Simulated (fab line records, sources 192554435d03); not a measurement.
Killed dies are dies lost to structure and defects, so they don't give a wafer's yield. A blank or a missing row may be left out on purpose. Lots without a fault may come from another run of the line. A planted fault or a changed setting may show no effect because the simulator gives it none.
Which tool did it? | flow n5_finfet | 10 lots, 30 wafers sampled, at 4 steps of a route of 1938

WHAT THE GAUGES READ, wafer by wafer
N5_BEOL_M2_THK_MEAS_01.
lot  | measured     | on            | M2_ILD_THK (nm)
L830 | day 6 21:36  | film_metro-01 | 79.3 79.8 80.1
L833 | day 7 13:04  | film_metro-01 | 78.4 78.9 78.4
L834 | day 7 13:13  | film_metro-02 | 78.3 78.2 80.8
L835 | day 7 15:02  | film_metro-02 | 79.1 79.5 78.1
L845 | day 10 04:50 | film_metro-01 | 76.7 88.8 80.3
L846 | day 10 08:34 | film_metro-02 | 78.9 88.9 79.8
L847 | day 10 11:56 | film_metro-02 | 78.8 80.5 80.7
L848 | day 10 19:11 | film_metro-01 | 79.2 78.4 80.5
L853 | day 12 11:12 | film_metro-02 | 78.1 80.2 79.9
L852 | day 12 15:36 | film_metro-01 | 79.0 80.8 80.4

WHICH TOOL RAN EACH LOT (tool, then ch and the chambers of the sampled wafers, then the start)
lot  | N5_BEOL_M1_ANNEAL_91         | N5_BEOL_M1_SPUTTER_92        | N5_BEOL_M2_ILD_DEP_00
L830 | pvd_sputter-02, day 6 19:33  | pvd_sputter-02, day 6 19:41  | pecvd-04 ch 1, day 6 21:31
L833 | pvd_sputter-03, day 7 08:02  | pvd_sputter-03, day 7 08:10  | pecvd-01 ch 0,1,2, day 7 13:00
L834 | pvd_sputter-03, day 7 09:52  | pvd_sputter-03, day 7 10:01  | pecvd-04 ch 0,1,2, day 7 13:08
L835 | pvd_sputter-01, day 7 12:50  | pvd_sputter-01, day 7 12:58  | pecvd-01 ch 0,1,2, day 7 14:58
L845 | pvd_sputter-02, day 10 02:53 | pvd_sputter-02, day 10 03:01 | pecvd-01 ch 0,1, day 10 04:47
L846 | pvd_sputter-01, day 10 06:47 | pvd_sputter-01, day 10 06:55 | pecvd-01 ch 1,2, day 10 08:30
L847 | pvd_sputter-02, day 10 10:10 | pvd_sputter-02, day 10 10:18 | pecvd-02 ch 1, day 10 11:51
L848 | pvd_sputter-02, day 10 17:25 | pvd_sputter-02, day 10 17:34 | pecvd-02 ch 0,1, day 10 19:08
L853 | pvd_sputter-01, day 12 09:26 | pvd_sputter-01, day 12 09:35 | pecvd-04 ch 0,1, day 12 11:08
L852 | pvd_sputter-03, day 12 13:30 | pvd_sputter-03, day 12 13:38 | pecvd-02 ch 0,1, day 12 15:32
- N5_BEOL_M1_ANNEAL_91: time 240 s.
- N5_BEOL_M1_SPUTTER_92: material Cu, target thk 4.5 nm, time 8.29 s.
- N5_BEOL_M2_ILD_DEP_00: deposits SiOC from DEMS/O2, target thk 79 nm, time 15.3 s.

THE ANSWER, worked out from the rows above alone
Rule: what is usual is taken from the lots themselves. Put in order of their means at a reading, lots are off if they are a third of the lots or fewer, leave a main group of 4 or more, and stand apart from it by a gap of 3 or more times the standard deviation of the main group's means; of several such gaps the widest counts. A main group whose means are all the same, to the digits that the tables above print for the reading, isn't used. A lot without any number at a reading at which 4 lots or more have one is off too. The other lots that the step has rows for count as sound.
Off: L845, L846, at N5_BEOL_M2_THK_MEAS_01 (M2_ILD_THK). The main group: mean 79.4 nm, standard deviation 0.49.
A tool fits if, at a process step before that reading, it ran every lot that is off, and no sound lot after the first of them. The gauges at N5_BEOL_M2_THK_MEAS_01 are tried like those tools. One fits: pecvd-01 at N5_BEOL_M2_ILD_DEP_00. Its last sound lot is L835 (day 7 14:58), its first lot that is off L845 (day 10 04:47): a fault that began between those two fits.

WHAT THE SIMULATOR HAD PUT IN
Process parameter drift: pecvd-01, from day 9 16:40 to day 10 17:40, at N5_BEOL_M2_ILD_DEP_00. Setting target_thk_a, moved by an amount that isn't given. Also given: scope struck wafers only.
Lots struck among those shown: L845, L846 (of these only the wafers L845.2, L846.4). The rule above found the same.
